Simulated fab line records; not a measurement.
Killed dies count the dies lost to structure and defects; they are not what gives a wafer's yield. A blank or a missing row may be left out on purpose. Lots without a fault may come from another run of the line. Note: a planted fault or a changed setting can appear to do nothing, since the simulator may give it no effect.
A lot that was struck, set against a sound lot :: flow n5Finfet :: 15 out of 1938 route steps
Sound: these wafers, L340.2, L340.4, L340.6. Struck: wafer L342.3 (left out: L342.1, a lot-mate that was not struck); the cause follows at the end.
For every step that has rows: the tool of each side, followed by ch and its chambers, followed by its first start. Under that, the readings that differ: sound wafers :: struck wafers :: difference of the means :: sigmas: that difference in standard deviations of wafers without a fault.
alike: readings whose means differ by less than 2 such deviations, and words and numbers that are the same on both sides. not compared: withheld readings, readings that some wafer has no value for, bounds like >300 that may hide the same value, and numbers for which the record gives no deviation and whose values overlap.
Wherever a step has rows on one side only, a row that says differs or no value, or a row with sigmas, the two part there. When numbers do not overlap yet have no deviation, they are printed without sigmas and do not part them. A reading missing from all wafers of one side parts the sides only when that side holds two or more wafers.

first, 2 steps without rows for these wafers: N5_BEOL_M12_PRECLEAN_39 (cleans in residue remover, time 60 s); N5_BEOL_M12_SRD_40 (time 30 s, dry time 30 s).
N5_BEOL_M12_DEGAS_41: time 60 s.
  sound on pvdSputter-03, day 14 22:02; struck on pvdSputter-02, day 14 21:59
  alike: heaterPowerW
N5_BEOL_M12_PRE_CLEAN_42: time 30 s.
  sound on pvdSputter-03, day 14 22:04; struck on pvdSputter-02, day 14 22:01
  alike: heaterPowerW
N5_BEOL_M12_SPUTTER_43: material TaN, target thk 15 nm, time 24.19 s.
  sound on pvdSputter-03, day 14 22:07; struck on pvdSputter-02, day 14 22:04
  alike: throttleValvePct
then, 1 step without rows for these wafers: N5_BEOL_M12_SPUTTER_44 (material Ta, target thk 10 nm, time 16.13 s).
N5_BEOL_M12_SPUTTER_45: material Cu, target thk 80 nm, time 13.33 s.
  sound on pvdSputter-03, day 14 22:16; struck on pvdSputter-02, day 14 22:13
  alike: throttleValvePct
then, 2 steps without rows for these wafers: N5_BEOL_M12_ECD_47 (material Cu, target thk 720 nm); N5_BEOL_M12_ANNEAL_48 (time 90 s).
N5_BEOL_M12_CMP_49: polishes, stops on SiOC, t overpolish 20.6 s, target thk 320 nm.
  sound on cmp-04 ch 0,1,2, day 14 22:50; struck on cmp-01 ch 1, day 14 22:47
  alike: barrierFieldEndpointS, clearingPlatenRpm, motorCurrentA, overpolishRunS
N5_BEOL_M12_THK_MEAS_50: measures by xrf.
  sound on filmMetro-02, day 14 23:07; struck on filmMetro-01, day 14 23:05
  alike: M12_THK
then, 1 step without rows for these wafers: N5_BEOL_M12_PRE_CLEAN_52 (time 15 s).
N5_BEOL_M12_DEP_53: deposits SiCN from 3MS/NH3, target thk 30 nm, time 10.5 s.
  sound on pecvd-02 ch 0,2, day 14 23:11; struck on pecvd-01 ch 2, day 14 23:08
reading: model.SiCN_of_BEOL_M12_DEP_53.thkNm (nm)
sound: 30.2 30.8 30.2
struck: 39.8
difference: +9.4
sigmas: 
  alike: chamberPressureTorr, showerheadPlenumPTorr, throttleValvePct
N5_BEOL_M12_RS_MEAS_54: measures by four-point-probe.
  sound on filmMetro-02, day 14 23:15; struck on filmMetro-01, day 14 23:12
  alike: M12_RS
N5_PASSIVATION_PROBE_49:
  the record has rows for the sound wafers here (prober-01, day 16 09:05) and none for the struck ones

WHERE THEY PART
Only at N5_PASSIVATION_PROBE_49, as far as this record shows.

WHY: whatever the simulator had introduced
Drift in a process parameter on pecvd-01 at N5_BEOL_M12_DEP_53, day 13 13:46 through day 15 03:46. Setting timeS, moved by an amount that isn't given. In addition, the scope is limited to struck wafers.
